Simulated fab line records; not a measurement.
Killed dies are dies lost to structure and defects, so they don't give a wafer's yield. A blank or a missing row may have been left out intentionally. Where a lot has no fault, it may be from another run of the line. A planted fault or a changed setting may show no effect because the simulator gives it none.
Split-lot experiment	flow n5-finfet	21 wafers read from 7 lots, route of 1938 steps

SPLIT DETAILS
At N5_BEOL_M8_PECVD_70 (deposits SiO2 from TEOS/O2, target thk 20 nm, time 22.7 s), the setting temp-c was moved away from the recipe's 400 C on 7 of the 21 wafers read, by -3.4% to +2.1%. This setting was run at the recipe's value on the other wafers.

The split's own step is where the reading is taken.

THE READING
SiO2_of_BEOL_M8_PECVD_70.thk-nm (the simulator's own value, which no gauge read), in nm, at N5_BEOL_M8_PECVD_70 (deposits SiO2 from TEOS/O2, target thk 20 nm, time 22.7 s). No usual value for it is given in the file. The 14 wafers here that ran the recipe average 19.9 nm, standard deviation 0.2 nm.

wafer	tool, chamber at the split	temp-c as run, C	against the recipe	SiO2_of_BEOL_M8_PECVD_70.thk-nm, nm	against lot-mates on the recipe
L074.1	pecvd-02, 0	408.3	+2.1%	18.6	-1.4
L074.4	pecvd-02, 0	408.3	+2.1%	19	-1.0
L074.5	pecvd-02, 2	400	recipe	20	-
L084.1	pecvd-04, 2	390.9	-2.3%	21.2	+1.3
L084.2	pecvd-04, 1	400	recipe	19.8	-
L084.5	pecvd-04, 0	400	recipe	20	-
L087.3	pecvd-01, 0	400	recipe	19.4	-
L087.5	pecvd-01, 0	400	recipe	19.8	-
L087.6	pecvd-01, 2	400	recipe	20	-
L089.2	pecvd-02, 2	400	recipe	19.6	-
L089.4	pecvd-02, 0	400	recipe	20	-
L089.6	pecvd-02, 1	400	recipe	19.8	-
L086.2	pecvd-01, 1	407.2	+1.8%	18.8	-1.2
L086.5	pecvd-01, 1	400	recipe	20	-
L086.6	pecvd-01, 2	407.2	+1.8%	19.2	-0.8
L093.1	pecvd-01, 2	400	recipe	20	-
L093.2	pecvd-01, 1	400	recipe	19.8	-
L093.4	pecvd-01, 0	400	recipe	20.2	-
L094.3	pecvd-01, 2	386.2	-3.4%	21.4	+1.4
L094.4	pecvd-01, 2	386.2	-3.4%	21.8	+1.8
L094.5	pecvd-01, 1	400	recipe	20	-

FIT RESULTS
A straight line over all 21 wafers: SiO2_of_BEOL_M8_PECVD_70.thk-nm changes by -0.511 nm for each +1% of temp-c; r = -0.97; the points scatter about the line by 0.21 nm.
The same after taking each lot's own level away (the mean of its wafers on the recipe; 21 wafers): -0.513 nm for each +1%; r = -0.97; scatter 0.19 nm.
The reading moves by 1.8 nm for the largest change in temp-c, on that fit.
The lots' own levels span 19.73 to 20.00 nm, that is 1.4 times the standard deviation above.
So the lot-to-lot level changes the slope little: the two slopes agree.
Check: with one of the wafers moved furthest among these (-3.4%) left out of the fit, the line predicts +1.89 nm for it against its lot-mates. Against them it came out at +1.4 nm.

ADDITIONAL SPLITS CARRIED BY THESE WAFERS
Before the reading, these wafers also passed through other splits. Each is held against what the fit with the lots' levels taken away leaves over:
other split on the same wafers	wafers away from the commonest value	r with SiO2_of_BEOL_M8_PECVD_70.thk-nm (lot level and that fit taken away)
N5_BEOL_M6_TRENCH_ETCH_37 bias-w	8	+0.13
N5_BEOL_M7_ETCH_61 source-w	6	+0.42

THE FILE'S OWN FIT
SiO2_of_BEOL_M8_PECVD_70.thk-nm changes by -0.519 nm for each +1% of temp-c, r = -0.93.
